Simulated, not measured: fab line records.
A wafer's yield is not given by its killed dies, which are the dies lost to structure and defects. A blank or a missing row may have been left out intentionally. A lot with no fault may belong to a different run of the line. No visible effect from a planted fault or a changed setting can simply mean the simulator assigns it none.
fab line records	flow nand-harc
[record] lots = 15	wafers = 45	last-day = 33
route steps=1302 shown P_BONDPAD@369 A_ZERO_WELL@405 A_SOURCE_PLATE@415
lots that met no fault: taken from a fault-free run of the same line
start-h: start of the lot's first displayed wafer, in hours after the record's first day	wait-h: hours elapsed since this lot's preceding step	" repeats the value in the row above	L1.1+2: several wafers, shown together as one row	- no value present, or no start provided	* or withheld: withheld	< > ~ a bound
route shown NAME@n: a module of which the file shows steps, and the number in the route of the first	usual: average and standard deviation across the fault-free wafers	same: alike in all rows	chamber/n: place in a boat	sites: per-site readings	_std_site: standard deviation across them	_edge_site: mean of outer sites minus mean of inner sites	radius-mm: how far each site lies from the wafer's centre	mask NAME#n: copy n	behind: the most recent tool/chamber to have shaped the wafer	hold: why the lot went on hold/how many hours it stayed there/how the hold came to an end	device: transistor that didn't switch, given as n, p or np	end of line: the same wafers' tests at the end of the route	a step with no rows: only its recipe	killed: count of dies lost to structure and defects at first sort (not the wafer's yield)	map: per-die view of a wafer (x killed, . not killed, _ where there is no die)
set.NAME: setting as actually run; set.NAME@STEP: the setting as run at that earlier step	model.NAME: the simulator's own value behind a step, which no gauge read
steps of the route over a sample of lots; a table a step, a row a wafer
services: from which hour (start-h, from the record's first day; less than 0 if before it) a tool's chamber was out of use, for how many hours, and why
[[steps]]
[step NHARC_P_BONDPAD_ETCH_12]
[recipe] target-depth-a = 2000	time-s = 100	chf3-flow-sccm = 50	o2-flow-sccm = 10	ar-flow-sccm = 200	rf-w = 500	bias-w = 200	chemistry = CHF3/O2
[usual] drypump-motor-current-A = 5.70/0.27	oes-product-au = 0.941/0.023	rf-vpp-V = 369.2/2.3	showerhead-plenum-p-Torr = 2.34/0.095	throttle-valve-pct = 20.572/0.0088
[same] time-s = 100
lot.wafer	tool	chamber	start-h	wait-h	drypump-motor-current-A	oes-product-au	rf-hours-counter-h	rf-vpp-V	showerhead-plenum-p-Torr	throttle-valve-pct
L375.3	rie-diel-02	3	-	-	5.56	0.918	3.1	368.3	2.30	20.566
L375.5	"	3	"	"	5.55	0.930	-	367.1	2.30	20.575
L375.4	"	0	"	"	5.79	0.923	-	368.9	2.37	20.569
L377.1	rie-diel-06	0	-	-	5.91	0.963	0.6	366.8	2.27	20.577
L377.4	"	3	"	"	5.46	0.975	-	368.0	2.27	20.567
L377.5	"	2	"	"	5.83	0.977	-	368.6	2.28	20.579
L378.1	rie-diel-04	2	-	-	5.20	0.914	3.9	369.0	2.37	20.573
L378.2	"	3	"	"	6.00	0.922	3.6	373.8	2.58	20.554
L378.5	"	2	"	"	5.20	0.910	-	371.1	2.37	20.569
L380.1	rie-diel-06	0	-	-	5.89	0.937	2.0	367.3	2.27	20.584
L380.3	"	2	"	"	5.82	0.911	1.7	368.8	2.28	20.573
L380.5	"	0	"	"	5.86	0.934	-	368.2	2.27	20.572
L381.4	rie-diel-06	0	-	-	5.87	0.924	2.7	367.7	2.27	20.577
L381.5	"	2	"	"	5.87	0.919	-	369.0	2.28	20.564
L381.6	"	3	"	"	5.46	0.918	-	369.3	2.27	20.566
L384.1	rie-diel-04	0	-	-	5.73	0.933	1.0	367.4	2.27	20.567
L384.3	"	1	"	"	5.54	0.933	1.1	370.9	2.37	20.574
L384.6	"	0	"	"	5.71	0.934	-	367.3	2.27	20.574
L386.4	rie-diel-04	0	-	-	5.72	0.928	1.3	367.9	2.27	20.562
L386.5	"	2	"	"	5.19	0.926	-	369.9	2.37	20.563
L386.6	"	3	"	"	5.96	0.918	-	373.9	2.58	20.592
L385.2	rie-diel-04	2	-	-	5.20	0.981	1.7	370.2	2.37	20.575
L385.5	"	0	"	"	5.72	0.962	-	367.1	2.27	20.561
L385.6	"	1	"	"	5.54	0.983	-	370.1	2.37	20.558
L387.2	rie-diel-04	2	-	-	5.20	0.959	1.9	371.1	2.37	20.559
L387.1	"	0	"	"	5.70	1.000	1.7	368.3	2.27	20.584
L387.5	"	2	"	"	5.18	0.970	-	369.0	2.37	20.576
L389.3	rie-diel-02	1	-	-	5.64	0.930	3.4	369.1	2.34	20.579
L389.2	"	3	"	"	5.55	0.942	3.5	367.8	2.30	20.589
L389.6	"	2	"	"	6.27	0.941	-	367.6	2.29	20.564
L391.2	rie-diel-06	3	-	-	5.48	0.933	8.0	366.2	2.27	20.566
L391.1	"	0	"	"	5.89	0.939	8.0	366.9	2.27	20.587
L391.3	"	1	"	"	5.74	0.918	7.8	366.6	2.25	20.562
L392.3	rie-diel-02	0	-	-	5.78	0.970	5.0	368.7	2.36	20.557
L392.6	"	3	"	"	5.57	0.976	-	369.4	2.30	20.574
L392.5	"	0	"	"	5.78	0.963	-	370.8	2.36	20.565
L396.1	rie-diel-02	3	-	-	5.59	0.968	5.5	368.3	2.30	20.564
L396.2	"	0	"	"	5.77	0.975	5.8	369.7	2.36	20.564
L396.6	"	0	"	"	5.80	0.983	-	369.2	2.36	20.565
L397.1	rie-diel-02	3	-	-	5.58	0.967	6.5	369.5	2.30	20.571
L397.2	"	2	"	"	6.20	0.957	6.4	367.4	2.29	20.565
L397.5	"	3	"	"	5.58	0.960	-	367.3	2.30	20.587
L398.3	rie-diel-06	0	-	-	5.92	0.950	3.7	368.8	2.27	20.567
L398.4	"	1	"	"	5.73	0.920	3.0	368.4	2.25	20.566
L398.1	"	2	"	"	5.82	0.919	3.2	369.3	2.28	20.573
[step NHARC_P_BONDPAD_ANNEAL_28]
[recipe] temp-c = 225	time-s = 90
[usual] wafer_temp_C_max = 226.6/0.33
[same] time-s = 90
lot.wafer	tool	chamber	start-h	wait-h	wafer_temp_C_max
L375.3	rtp-anneal-01	0	138.64	-	226.3
L375.4	"	0	"	"	226.6
L375.5	"	0	"	"	226.4
L377.1	rtp-anneal-02	0	151.83	0.4	226.5
L377.4	"	0	"	"	226.8
L377.5	"	0	"	"	226.6
L378.1	rtp-anneal-01	0	167.37	-	227.1
L378.2	"	0	"	"	226.3
L378.5	"	0	"	"	226.0
L380.1	rtp-anneal-02	0	180.35	0.3	226.7
L380.3	"	0	"	"	226.7
L380.5	"	0	"	"	226.0
L381.4	rtp-anneal-01	0	195.18	0.3	226.6
L381.5	"	0	"	"	226.5
L381.6	"	0	"	"	226.1
L384.1	rtp-anneal-02	0	226.99	-	226.6
L384.3	"	0	"	"	226.4
L384.6	"	0	"	"	226.4
L386.4	rtp-anneal-01	0	241.74	-	226.6
L386.5	"	0	"	"	226.4
L386.6	"	0	"	"	226.2
L385.2	rtp-anneal-02	0	243.64	0.3	226.8
L385.5	"	0	"	"	226.3
L385.6	"	0	"	"	226.8
L387.1	rtp-anneal-02	0	254.06	0.3	226.9
L387.2	"	0	"	"	226.6
L387.5	"	0	"	"	227.2
L389.2	rtp-anneal-01	0	285.04	-	226.3
L389.3	"	0	"	"	226.6
L389.6	"	0	"	"	226.5
L391.1	rtp-anneal-01	0	295.60	0.3	226.1
L391.2	"	0	"	"	226.6
L391.3	"	0	"	"	226.3
L392.3	rtp-anneal-01	0	310.84	0.3	226.4
L392.5	"	0	"	"	226.2
L392.6	"	0	"	"	226.4
L396.1	rtp-anneal-01	0	345.46	-	226.2
L396.2	"	0	"	"	226.7
L396.6	"	0	"	"	226.2
L397.1	rtp-anneal-01	0	356.76	0.3	226.7
L397.2	"	0	"	"	226.2
L397.5	"	0	"	"	226.2
L398.1	rtp-anneal-02	0	367.93	0.3	226.6
L398.3	"	0	"	"	226.7
L398.4	"	0	"	"	226.5
[step NHARC_A_ZERO_WELL_ETCH_13]
[recipe] target-depth-a = 1200	time-s = 40.1	hbr-flow-sccm = 150	cl2-flow-sccm = 50	rf-w = 400	icp-w = 400	bias-w = 100	chemistry = HBr/Cl2
[usual] drypump-motor-current-A = 5.92/0.3	hbr-flow-sccm = 149.9/0.48	oes-product-au = 1.002/0.01	throttle-valve-pct = 26.405/0.0089
[same] time-s = 40.1
lot.wafer	tool	chamber	start-h	wait-h	drypump-motor-current-A	hbr-flow-sccm	oes-product-au	rf-hours-counter-h	throttle-valve-pct
L375.4	rie-si-03	3	141.05	-	5.76	149.6	1.003	0.52	26.407
L375.3	"	2	"	"	5.61	150.2	0.985	0.51	26.419
L375.5	"	0	"	"	6.19	149.4	0.979	-	26.391
L377.1	rie-si-03	3	154.44	-	5.76	150.1	1.011	0.65	26.400
L377.4	"	0	"	"	6.13	149.5	0.989	0.58	26.405
L377.5	"	3	"	"	5.74	150.0	1.012	-	26.395
L378.2	rie-si-01	3	169.94	-	6.23	149.3	0.989	0.94	26.395
L378.1	"	1	"	"	6.32	149.6	1.004	0.85	26.402
L378.5	"	2	"	"	5.70	150.0	0.992	-	26.391
L380.3	rie-si-06	3	183.31	-	5.52	150.2	0.998	0.70	26.399
L380.1	"	0	"	"	5.35	150.3	1.012	0.67	26.411
L380.5	"	0	"	"	5.34	150.2	1.011	-	26.407
L381.4	rie-si-03	1	197.54	-	6.16	149.7	0.985	0.99	26.402
L381.5	"	2	"	"	5.65	149.0	0.993	-	26.398
L381.6	"	3	"	"	5.75	150.0	1.009	-	26.403
L384.1	rie-si-06	1	229.58	-	6.16	149.3	0.990	0.92	26.410
L384.3	"	2	"	"	5.59	151.0	1.018	0.92	26.404
L384.6	"	1	"	"	6.17	149.4	0.993	-	26.384
L386.4	rie-si-03	2	244.18	-	5.65	150.2	1.004	0.08	26.390
L386.5	"	2	"	"	5.63	150.9	1.007	-	26.389
L386.6	"	3	"	"	5.74	149.8	1.014	-	26.405
L385.2	rie-si-06	3	246.06	-	5.55	148.9	0.996	1.17	26.415
L385.5	"	0	"	"	5.30	150.3	1.015	-	26.420
L385.6	"	1	"	"	6.17	149.9	0.998	-	26.404
L387.1	rie-si-03	3	256.63	-	5.75	150.0	1.014	0.15	26.410
L387.2	"	2	"	"	5.62	149.7	1.016	0.21	26.415
L387.5	"	0	"	"	6.19	150.4	1.016	-	26.408
L389.3	rie-si-03	0	287.45	-	6.18	149.4	0.992	0.35	26.404
L389.2	"	1	"	"	6.16	149.8	0.995	0.35	26.409
L389.6	"	3	"	"	5.71	149.6	1.008	-	26.414
L391.2	rie-si-03	1	298.04	-	6.17	150.5	0.982	0.42	26.413
L391.1	"	2	"	"	5.64	150.1	0.990	0.44	26.395
L391.3	"	0	"	"	6.20	149.8	0.995	0.45	26.401
L392.3	rie-si-01	1	313.37	-	6.34	149.3	0.990	0.64	26.420
L392.6	"	0	"	"	6.18	149.7	0.995	-	26.421
L392.5	"	1	"	"	6.34	149.6	0.997	-	26.400
L396.2	rie-si-01	2	348.05	-	5.68	150.5	0.990	0.88	26.414
L396.1	"	0	"	"	6.20	150.5	0.988	0.91	26.405
L396.6	"	3	"	"	6.24	149.8	1.004	-	26.397
L397.1	rie-si-03	3	359.32	-	5.74	150.2	1.021	0.87	26.401
L397.2	"	0	"	"	6.17	150.2	1.002	0.82	26.410
L397.5	"	2	"	"	5.64	149.3	1.007	-	26.414
L398.3	rie-si-03	0	370.49	-	6.18	150.3	1.004	0.93	26.409
L398.4	"	1	"	"	6.18	149.5	1.002	0.86	26.392
L398.1	"	2	"	"	5.69	150.4	1.004	0.92	26.414
[step NHARC_A_SOURCE_PLATE_OXIDE_02]
[recipe] target-thk-a = 100	temp-c = 900	ox-time-s = 1362	material = SiO2
[usual] ox-temp-c = 899.9/0.37	ox-time-s = 1362/0	spike-tc-bottom-C = 919.8/1.2
lot.wafer	tool	chamber	start-h	wait-h	ox-temp-c	ox-time-s	spike-tc-bottom-C
L375.3	furnace-07	0	144.95	-	900.0	1362	920.0
L375.4	"	0	"	"	899.8	1362	920.1
L375.5	"	0	"	"	899.6	1362	918.6
L377.1	furnace-03	0	158.88	-	899.3	1362	919.5
L377.4	"	0	"	"	899.1	1362	921.6
L377.5	"	0	"	"	899.8	1362	921.1
L378.1	furnace-03	0	174.26	-	899.9	1362	921.9
L378.2	"	0	"	"	899.6	1362	920.4
L378.5	"	0	"	"	899.5	1362	919.6
L380.1	furnace-03	0	190.79	-	899.6	1362	922.5
L380.3	"	0	"	"	899.7	1362	920.4
L380.5	"	0	"	"	900.0	1362	918.7
L381.4	furnace-07	0	201.55	-	900.6	1362	919.6
L381.5	"	0	"	"	899.8	1362	919.7
L381.6	"	0	"	"	899.5	1362	918.8
L384.1	furnace-07	0	231.02	-	899.8	1362	919.5
L384.3	"	0	"	"	899.6	1362	918.2
L384.6	"	0	"	"	900.0	1362	919.0
L385.2	furnace-03	-	248.52	-	-	-	-
L385.5	"	-	"	"	-	-	-
L385.6	"	-	"	"	-	-	-
L386.4	furnace-03	-	248.52	-	-	-	-
L386.5	"	-	"	"	-	-	-
L386.6	"	-	"	"	-	-	-
L387.1	furnace-07	-	261.61	-	-	-	-
L387.2	"	-	"	"	-	-	-
L387.5	"	-	"	"	-	-	-
L389.2	furnace-07	0	291.39	-	900.1	1362	919.1
L389.3	"	0	"	"	899.5	1362	919.0
L389.6	"	0	"	"	899.7	1362	918.0
L391.1	furnace-06	0	303.96	4.7	899.8	1362	918.7
L391.2	"	0	"	"	899.6	1362	918.5
L391.3	"	0	"	"	900.2	1362	918.5
L392.3	furnace-06	0	317.59	-	899.2	1362	919.5
L392.5	"	0	"	"	900.4	1362	918.8
L392.6	"	0	"	"	899.8	1362	918.3
L396.1	furnace-07	0	353.48	-	900.0	1362	919.9
L396.2	"	0	"	"	900.1	1362	919.3
L396.6	"	0	"	"	899.6	1362	918.4
L397.1	furnace-03	0	363.65	-	900.3	1362	922.8
L397.2	"	0	"	"	900.1	1362	920.9
L397.5	"	0	"	"	900.2	1362	918.8
L398.1	furnace-03	0	374.84	-	899.9	1362	921.4
L398.3	"	0	"	"	900.3	1362	919.8
L398.4	"	0	"	"	900.2	1362	920.6
[[services]]
tool	chamber	start-h	hours	kind
rie-diel-06	-	130.20	9.0	pm
rie-diel-02	1	134.43	8.2	repair
rie-si-01	2	135.98	11.8	repair
rie-diel-06	1	150.16	4.8	repair
rie-diel-02	0	153.35	3.1	repair
rie-diel-04	-	157.68	0.2	repair
rie-diel-02	2	162.83	1.3	repair
rie-diel-04	2	169.98	13.3	repair
rie-diel-04	-	178.00	9.0	pm
rie-diel-06	2	203.48	2.3	repair
rie-diel-02	3	208.60	3.4	repair
rie-si-03	1	213.28	7.2	repair
rie-diel-02	-	215.25	0.4	repair
rie-diel-02	-	216.70	9.0	pm
rie-si-03	-	221.00	9.0	pm
rie-diel-06	3	227.20	5.2	repair
rie-diel-02	2	244.27	1.7	repair
rie-diel-04	0	269.87	13.5	repair
furnace-03	-	296.00	26.0	pm
rie-diel-02	-	306.39	0.4	repair
rie-diel-06	-	307.20	9.0	pm
rie-diel-02	1	352.07	24.1	repair
rie-diel-04	-	355.00	9.0	pm
rtp-anneal-01	-	372.00	12.0	pm
[[key]]
[first-sign] step = NHARC_A_SOURCE_PLATE_OXIDE_02	reading = tool-record	direction = missing
effect none on later readings
met-at NHARC_A_SOURCE_PLATE_OXIDE_02
struck-lots L385,L386,L387
later-rows-left-out L385.2,L385.5,L385.6,L386.4,L386.5,L386.6,L387.1,L387.2,L387.5
sort-left-out L385.2,L385.5,L385.6,L386.4,L386.5,L386.6,L387.1,L387.2,L387.5
tester-left-out L385,L386,L387
not-acting-at NHARC_P_BONDPAD_ETCH_12,NHARC_P_BONDPAD_ANNEAL_28,NHARC_A_ZERO_WELL_ETCH_13
onset-between 231.02 248.52
[fault] kind = skipped-step-whole	tool = furnace-03,furnace-07	chamber = -	onset-h = 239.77	steps = NHARC_A_SOURCE_PLATE_OXIDE_02	scope = struck-lots-only
// tester-left-out: of these lots the tester's yield and bins aren't shown, on N5 and GAA mostly nor the transistor test; their killed dies are dies lost to structure and defects alone, not to doping, threshold or leakage, so they don't give the yield
// sort-left-out: the simulated sort isn't trusted on such a fault, so these wafers' sort isn't shown, and their yield isn't known
// later-rows-left-out: the simulator's readings of these wafers behind a module that went badly wrong aren't trusted and aren't shown, but for the sort
